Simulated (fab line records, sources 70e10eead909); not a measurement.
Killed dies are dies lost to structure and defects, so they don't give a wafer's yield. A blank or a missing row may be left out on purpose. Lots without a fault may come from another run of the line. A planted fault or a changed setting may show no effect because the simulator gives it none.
Chamber matching | flow nand_harc | NHARC_A_M0_DEP_32 on pecvd-04: 3 sister chambers
The step deposits SiCN, target thk 30 nm. 18 wafers are shown with their chamber, then 9 later ones without.

WAFERS WITH THEIR CHAMBER
wafer  | chamber | heater_power_w (W) | rf_fwd_power_W (W)
L074.4 | 0       | 463                | 447.6
L074.5 | 1       | 489                | 448.3
L074.6 | 2       | 477                | 448.9
L077.1 | 1       | 434                | 448.0
L077.4 | 0       | 539                | 449.5
L077.6 | 1       | 444                | 448.1
L078.2 | 0       | 427                | 450.4
L078.3 | 1       | 493                | 448.1
L078.4 | 2       | 564                | 449.1
L084.1 | 2       | 495                | 449.2
L084.3 | 1       | 504                | 450.8
L084.5 | 1       | 497                | 450.4
L087.1 | 2       | 558                | 451.3
L087.3 | 1       | 459                | 450.5
L087.5 | 0       | 483                | 451.3
L088.2 | 0       | 454                | 449.5
L088.4 | 0       | 449                | 450.3
L088.6 | 2       | 536                | 450.2

SIGNATURES (means of the wafers above)
reading        | chamber 0 | chamber 1 | chamber 2 | scatter within a chamber
heater_power_w | 469.17    | 474.29    | 526.00    | 34.8
rf_fwd_power_W | 449.767   | 449.171   | 449.740   | 1.22
Rule: a wafer's distance from a chamber is the root of the sum, over the readings, of the square of ((its reading less the chamber's mean) divided by the reading's scatter). The wafer belongs to the nearest chamber; if the next one is less than 2 further off, it can't be placed. The scatter: the root of (the sum of the squares of (reading less its chamber's mean) over the shown wafers, divided by (wafers less chambers)).

WAFERS WITHOUT THEIR CHAMBER
wafer  | heater_power_w (W) | rf_fwd_power_W (W)
L089.2 | 499                | 448.8
L089.3 | 474                | 450.6
L089.6 | 502                | 449.2
L093.2 | 557                | 449.6
L093.3 | 477                | 446.7
L093.6 | 431                | 451.2
L095.1 | 525                | 451.4
L095.3 | 467                | 451.3
L095.4 | 477                | 448.9

WHICH CHAMBER EACH WENT THROUGH
wafer  | from the rows above          | in truth
L089.2 | can't be placed: 1 or 2 or 0 | 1
L089.3 | can't be placed: 0 or 1 or 2 | 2
L089.6 | can't be placed: 1 or 2 or 0 | 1
L093.2 | can't be placed: 2 or 1 or 0 | 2
L093.3 | can't be placed: 1 or 0 or 2 | 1
L093.6 | can't be placed: 0 or 1 or 2 | 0
L095.1 | can't be placed: 2 or 0 or 1 | 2
L095.3 | can't be placed: 0 or 1 or 2 | 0
L095.4 | can't be placed: 1 or 0 or 2 | 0
Placed correctly: 0 of 9. Can't be placed from these rows: 9 (the true chamber is among the candidates in 9). Placed wrongly: 0.
